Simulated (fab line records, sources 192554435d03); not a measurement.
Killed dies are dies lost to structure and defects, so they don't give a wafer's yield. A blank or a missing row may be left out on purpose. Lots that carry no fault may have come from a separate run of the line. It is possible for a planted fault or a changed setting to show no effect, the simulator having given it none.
Comparing a struck lot with a sound one / flow n5-finfet / 15 steps out of a route of 1938
Sound: wafers L838.1, L838.3, L838.6. Struck: wafer L852.5. (L852.2 of the same lot was not struck and is left out.) The cause comes at the end.
Order at every step that has rows: each side's tool, ch and its chambers, its first start. Under that, the readings that differ: sound wafers / struck wafers / difference of the means / sigmas: that difference in standard deviations of wafers without a fault.
alike: a reading whose means differ by less than 2 such deviations, as well as words and numbers matching on both sides. not compared: withheld readings; readings where some wafer has no value; bounds like >300 that might hide an equal value; numbers whose values overlap and for which the record gives no deviation.
The two part at a step that has a row with sigmas, a row that says differs or no value, or rows on one side only. Non-overlapping numbers with no deviation appear without sigmas and do not part them. Lack of a reading on every wafer of one side parts them only where that side has two or more wafers.

N5_BEOL_M8_VIA_ETCH_34: etches SiCOH lowk in C4F6/O2, target depth 125.5 nm, time 50.5 s.
  sound on rie-diel-03 ch 1,2, day 8 20:52; struck on rie-diel-04 ch 1, day 13 10:16
reading=showerhead-plenum-p-Torr (Torr); sound=2.82 2.79 2.82; struck=2.98; difference=+0.17; sigmas=+2
  alike: drypump-motor-current-A, oes-product-au, rf-vpp-V, throttle-valve-pct
  not compared: rf-hours-counter-h
then, 1 step without rows for these wafers: N5_BEOL_M8_STRIP_76 (strips in C4F6/O2).
N5_BEOL_M8_STRIP_36: strips in N2/H2.
  sound on rie-diel-03 ch 1,2, day 8 20:55; struck on rie-diel-04 ch 1, day 13 10:19
reading=showerhead-plenum-p-Torr (Torr); sound=2.49 2.48 2.49; struck=2.68; difference=+0.19; sigmas=+2
  alike: drypump-motor-current-A, oes-product-au, rf-vpp-V, throttle-valve-pct
  not compared: rf-hours-counter-h
N5_BEOL_M8_TRENCH_ETCH_37: etches SiCOH lowk in C4F6/O2, target depth 93.478 nm, time 31.2 s.
  sound: rie-diel-03 ch 1,2; struck: rie-diel-04 ch 1
reading=showerhead-plenum-p-Torr (Torr); sound=2.82 2.79 2.82; struck=2.98; difference=+0.17; sigmas=+2
  alike: drypump-motor-current-A, oes-product-au, rf-vpp-V, throttle-valve-pct
  not compared: rf-hours-counter-h
N5_BEOL_M8_ETCH_41: etches SiCN in CH3F/O2, target depth 31.9 nm, time 57.8 s.
  sound: rie-diel-03 ch 1,2; struck: rie-diel-04 ch 1
reading=showerhead-plenum-p-Torr (Torr); sound=1.98 1.96 1.98; struck=2.10; difference=+0.13; sigmas=+2
  alike: drypump-motor-current-A, oes-product-au, rf-vpp-V, throttle-valve-pct
  not compared: rf-hours-counter-h
then, 1 step without rows for these wafers: N5_BEOL_M8_STRIP_80 (strips in N2/H2, time 10 s).
N5_BEOL_M8_OCD_MEAS_38:
  sound on ocd-02, day 8 21:06; struck on ocd-02, day 13 10:31
  alike: trench-depth-nm
then, 4 steps without rows for these wafers: N5_BEOL_M8_HM_STRIP_39 (strips TiN in peroxide tin strip, target depth 25 nm, time 158 s); N5_BEOL_M8_SRD_40 (time 30 s); N5_BEOL_M8_PRECLEAN_42 (cleans in residue remover, time 60 s); N5_BEOL_M8_SRD_43 (time 30 s).
N5_BEOL_M8_CD_MEAS_35 targets a cd of 40 nm.
  sound on cd-sem-03, day 8 21:16; struck on cd-sem-02, day 13 10:40
  alike: cd-nm
N5_BEOL_M8_CURE_75: cures SiCOH lowk, time 120 s.
  sound on uv-cure-01 ch 1, day 8 21:18; struck on uv-cure-01 ch 2, day 13 10:46
reading=lamp-power-pct (%); sound=52.19 52.21 52.33; struck=51.46; difference=-0.78; sigmas=-15
reading=run-length-s (s); sound=178.0 177.9 178.5; struck=160.5; difference=-17.6; sigmas=-13
  alike: wafer_temp_C_max
N5_BEOL_M8_DEGAS_44: time 60 s.
  sound on pvd-sputter-02, day 8 21:44; struck on pvd-sputter-03, day 13 11:08
  alike: heater-power-w
after that, 1 step had no rows for these wafers: N5_PASSIVATION_PROBE_49.

## WHERE THEY PART
Last at N5_BEOL_M8_CURE_75 as far as this record goes, first at N5_BEOL_M8_VIA_ETCH_34. Later steps at which nothing parts them and some readings are alike: N5_BEOL_M8_DEGAS_44.

WHY: whatever the simulator had introduced
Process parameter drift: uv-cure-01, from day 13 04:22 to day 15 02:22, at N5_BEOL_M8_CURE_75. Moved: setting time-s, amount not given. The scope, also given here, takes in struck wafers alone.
